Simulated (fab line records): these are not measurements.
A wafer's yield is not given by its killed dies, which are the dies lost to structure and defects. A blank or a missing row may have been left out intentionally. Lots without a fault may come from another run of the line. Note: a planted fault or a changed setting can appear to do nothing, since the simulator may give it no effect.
Lot-split experiment / flow n5 finfet / route with 1938 steps; 7 lots, 21 wafers read

ABOUT THE SPLIT
At N5_BEOL_M2_SPUTTER_48 (material Cu, target thk 4.5 nm, time 8.29 s), the setting time s was moved away from the recipe's 8.29 s on 6 of the 21 wafers read, by -8.3% to +13.2%. For the rest of the wafers, this setting stayed at what the recipe calls for.

Reading taken at the split's own step.

THE READING
Cu_of_BEOL_M2_SPUTTER_48.thk nm (the simulator's own value, which no gauge read), in nm, at N5_BEOL_M2_SPUTTER_48 (material Cu, target thk 4.5 nm, time 8.29 s). No usual value for it is given in the file. Across the 15 wafers here that went through the recipe, the average is 4.5 nm and the standard deviation 0.14 nm.

wafer=L075.2; tool, chamber at the split=pvd sputter-03, -; time s as run, s=8.29; against the recipe=recipe; Cu_of_BEOL_M2_SPUTTER_48.thk nm, nm=4.4; against lot-mates on the recipe=-
wafer=L075.4; tool, chamber at the split=pvd sputter-03, -; time s as run, s=8.29; against the recipe=recipe; Cu_of_BEOL_M2_SPUTTER_48.thk nm, nm=4.4; against lot-mates on the recipe=-
wafer=L075.6; tool, chamber at the split=pvd sputter-03, -; time s as run, s=8.29; against the recipe=recipe; Cu_of_BEOL_M2_SPUTTER_48.thk nm, nm=4.2; against lot-mates on the recipe=-
wafer=L078.1; tool, chamber at the split=pvd sputter-02, -; time s as run, s=8.29; against the recipe=recipe; Cu_of_BEOL_M2_SPUTTER_48.thk nm, nm=4.6; against lot-mates on the recipe=-
wafer=L078.4; tool, chamber at the split=pvd sputter-02, -; time s as run, s=9.218; against the recipe=+11.2%; Cu_of_BEOL_M2_SPUTTER_48.thk nm, nm=5; against lot-mates on the recipe=+0.4
wafer=L078.6; tool, chamber at the split=pvd sputter-02, -; time s as run, s=9.218; against the recipe=+11.2%; Cu_of_BEOL_M2_SPUTTER_48.thk nm, nm=5; against lot-mates on the recipe=+0.4
wafer=L082.2; tool, chamber at the split=pvd sputter-02, -; time s as run, s=8.29; against the recipe=recipe; Cu_of_BEOL_M2_SPUTTER_48.thk nm, nm=4.4; against lot-mates on the recipe=-
wafer=L082.6; tool, chamber at the split=pvd sputter-02, -; time s as run, s=8.29; against the recipe=recipe; Cu_of_BEOL_M2_SPUTTER_48.thk nm, nm=4.4; against lot-mates on the recipe=-
wafer=L082.3; tool, chamber at the split=pvd sputter-02, -; time s as run, s=8.29; against the recipe=recipe; Cu_of_BEOL_M2_SPUTTER_48.thk nm, nm=4.6; against lot-mates on the recipe=-
wafer=L084.1; tool, chamber at the split=pvd sputter-02, -; time s as run, s=8.29; against the recipe=recipe; Cu_of_BEOL_M2_SPUTTER_48.thk nm, nm=4.6; against lot-mates on the recipe=-
wafer=L084.2; tool, chamber at the split=pvd sputter-02, -; time s as run, s=8.29; against the recipe=recipe; Cu_of_BEOL_M2_SPUTTER_48.thk nm, nm=4.6; against lot-mates on the recipe=-
wafer=L084.3; tool, chamber at the split=pvd sputter-02, -; time s as run, s=8.29; against the recipe=recipe; Cu_of_BEOL_M2_SPUTTER_48.thk nm, nm=4.6; against lot-mates on the recipe=-
wafer=L087.4; tool, chamber at the split=pvd sputter-01, -; time s as run, s=9.385; against the recipe=+13.2%; Cu_of_BEOL_M2_SPUTTER_48.thk nm, nm=4.8; against lot-mates on the recipe=+0.4
wafer=L087.5; tool, chamber at the split=pvd sputter-01, -; time s as run, s=9.385; against the recipe=+13.2%; Cu_of_BEOL_M2_SPUTTER_48.thk nm, nm=4.8; against lot-mates on the recipe=+0.4
wafer=L087.6; tool, chamber at the split=pvd sputter-01, -; time s as run, s=8.29; against the recipe=recipe; Cu_of_BEOL_M2_SPUTTER_48.thk nm, nm=4.4; against lot-mates on the recipe=-
wafer=L093.2; tool, chamber at the split=pvd sputter-03, -; time s as run, s=8.29; against the recipe=recipe; Cu_of_BEOL_M2_SPUTTER_48.thk nm, nm=4.4; against lot-mates on the recipe=-
wafer=L093.4; tool, chamber at the split=pvd sputter-03, -; time s as run, s=8.29; against the recipe=recipe; Cu_of_BEOL_M2_SPUTTER_48.thk nm, nm=4.2; against lot-mates on the recipe=-
wafer=L093.5; tool, chamber at the split=pvd sputter-03, -; time s as run, s=8.98; against the recipe=+8.3%; Cu_of_BEOL_M2_SPUTTER_48.thk nm, nm=4.6; against lot-mates on the recipe=+0.3
wafer=L096.1; tool, chamber at the split=pvd sputter-02, -; time s as run, s=7.605; against the recipe=-8.3%; Cu_of_BEOL_M2_SPUTTER_48.thk nm, nm=4.2; against lot-mates on the recipe=-0.4
wafer=L096.4; tool, chamber at the split=pvd sputter-02, -; time s as run, s=8.29; against the recipe=recipe; Cu_of_BEOL_M2_SPUTTER_48.thk nm, nm=4.6; against lot-mates on the recipe=-
wafer=L096.5; tool, chamber at the split=pvd sputter-02, -; time s as run, s=8.29; against the recipe=recipe; Cu_of_BEOL_M2_SPUTTER_48.thk nm, nm=4.6; against lot-mates on the recipe=-

THE FIT
A straight line over all 21 wafers: Cu_of_BEOL_M2_SPUTTER_48.thk nm changes by +0.0326 nm for each +1% of time s; r = +0.79; the points scatter about the line by 0.14 nm.
The same after taking each lot's own level away (the mean of its wafers on the recipe; 21 wafers): +0.035 nm for each +1%; r = +0.95; scatter 0.069 nm.
That fit puts the effect of the largest move of time s on the reading at 0.46 nm.
The lots' own levels span 4.30 to 4.60 nm, that is 2.1 times the standard deviation above.
So the lot-to-lot level blurs the effect unless lot-mates are compared.
Check: for one of the wafers moved furthest among these (+13.2%), held out of the fit, the line's prediction against its lot-mates is +0.469 nm. It came out at +0.4 nm against them.

THE OTHER SPLITS THESE WAFERS WENT THROUGH
Before the reading, these wafers also passed through other splits. Each is held against what the fit with the lots' levels taken away leaves over:
other split on the same wafers=N5_GATE_CUT_COAT_35 spin rpm; wafers away from the commonest value=6; r with Cu_of_BEOL_M2_SPUTTER_48.thk nm (lot level and that fit taken away)=+0.04
other split on the same wafers=N5_MOL_CONTACT_COAG_PECVD_31 temp c; wafers away from the commonest value=8; r with Cu_of_BEOL_M2_SPUTTER_48.thk nm (lot level and that fit taken away)=-0.07
other split on the same wafers=N5_BEOL_M0_ETCH_128 source w; wafers away from the commonest value=9; r with Cu_of_BEOL_M2_SPUTTER_48.thk nm (lot level and that fit taken away)=+0.02
other split on the same wafers=N5_BEOL_M0_SPUTTER_134 time s; wafers away from the commonest value=7; r with Cu_of_BEOL_M2_SPUTTER_48.thk nm (lot level and that fit taken away)=-0.38

FILE'S OWN FIT
Cu_of_BEOL_M2_SPUTTER_48.thk nm changes by +0.0356 nm for each +1% of time s, r = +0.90.
